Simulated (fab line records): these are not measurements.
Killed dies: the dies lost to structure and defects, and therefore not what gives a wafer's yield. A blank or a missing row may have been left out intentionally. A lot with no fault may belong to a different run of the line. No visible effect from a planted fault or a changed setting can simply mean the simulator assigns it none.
Split-lot experiment    flow n5_finfet    21 wafers read across 7 lots, on a route 1938 steps long

## THE SPLIT ITSELF
At N5_BEOL_M9_ILD_DEP_00 (deposits SiCOH lowk from DEMS/porogen, target thk 308.51 nm, time 58 s), the setting time_s was moved away from the recipe's 58 s on 6 of the 21 wafers read, by -14.4% to -6.6%. This setting was run at the recipe's value on the other wafers.

## FROM SPLIT TO READING: 1 step shown by the file between the two
- N5_BEOL_M9_CURE_71: cures SiCOH lowk, time 240 s

## THE READING
Values of M9_ILD_THK in nm from N5_BEOL_M9_THK_MEAS_01. A value of 267 nm with a standard deviation of 3.9 nm is what fault-free wafers of this fab line usually give.

wafer   tool, chamber at the split  time_s as run, s  against the recipe  M9_ILD_THK, nm  against lot-mates on the recipe
L077.2  pecvd-04, 2                 58                recipe              266             -
L077.3  pecvd-04, 1                 54.15             -6.6%               248             -18
L077.4  pecvd-04, 1                 54.15             -6.6%               254             -12
L084.1  pecvd-01, 0                 58                recipe              267             -
L084.2  pecvd-01, 1                 58                recipe              264             -
L084.4  pecvd-01, 0                 58                recipe              273             -
L086.2  pecvd-01, 1                 52.54             -9.4%               234             -32
L086.4  pecvd-01, 0                 58                recipe              270             -
L086.6  pecvd-01, 1                 58                recipe              263             -
L087.1  pecvd-01, 2                 58                recipe              263             -
L087.2  pecvd-01, 0                 49.65             -14.4%              226             -37
L087.6  pecvd-01, 2                 49.65             -14.4%              228             -35
L093.4  pecvd-04, 1                 58                recipe              268             -
L093.5  pecvd-04, 0                 58                recipe              266             -
L093.6  pecvd-04, 2                 58                recipe              267             -
L096.2  pecvd-01, 2                 50.72             -12.6%              234             -37
L096.4  pecvd-01, 0                 58                recipe              272             -
L096.6  pecvd-01, 1                 58                recipe              270             -
L097.1  pecvd-01, 2                 58                recipe              270             -
L097.3  pecvd-01, 0                 58                recipe              271             -
L097.4  pecvd-01, 0                 58                recipe              271             -

THE FIT
A straight line over all 21 wafers: M9_ILD_THK changes by +2.88 nm for each +1% of time_s; r = +0.98; the points scatter about the line by 3.5 nm.
The same after taking each lot's own level away (the mean of its wafers on the recipe; 21 wafers): +2.68 nm for each +1%; r = +0.98; scatter 3.1 nm.
Per that fit: largest time_s move, reading shift of 39 nm.
Across the lots, their own levels run from 263.0 to 271.0 nm, a range of 2.1 times the standard deviation given above.
Hence the lot-to-lot level has little effect on the slope; both slopes agree.
Check: -39.2 nm against its lot-mates is what the line predicts for one of the wafers moved furthest among these (-14.4%) when that wafer is left out of the fit. Against them it came out at -37 nm.

## OTHER SPLITS APPLIED TO THESE WAFERS
Before the reading, these wafers also passed through other splits. Each is held against what the fit with the lots' levels taken away leaves over:
other split on the same wafers  wafers away from the commonest value  r with M9_ILD_THK (lot level and that fit taken away)
N5_BEOL_M8_COAT_22 spin_rpm     8                                     +0.01
N5_BEOL_M8_ETCH_65 source_w     5                                     -0.41

## THE WHOLE CHAIN: every reading that the file lists as answering this split, in the file's order
step                    what it does                                                            reading                                                                                   change (the file's fit)               r (the file's)
N5_BEOL_M9_ILD_DEP_00   deposits SiCOH lowk from DEMS/porogen, target thk 308.51 nm, time 58 s  SiCOH_lowk_of_BEOL_M9_ILD_DEP_00.thk_nm (the simulator's own value, which no gauge read)  +3.17 nm for each +1% of the setting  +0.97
N5_BEOL_M9_CURE_71      cures SiCOH lowk, time 240 s                                            SiCOH_lowk_of_BEOL_M9_ILD_DEP_00.thk_nm (the simulator's own value, which no gauge read)  +2.79 nm for each +1% of the setting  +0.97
N5_BEOL_M9_THK_MEAS_01                                                                          M9_ILD_THK                                                                                +2.8 for each +1% of the setting      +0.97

## THE FILE'S OWN FIT
M9_ILD_THK changes by +2.8 nm for each +1% of time_s, r = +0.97.
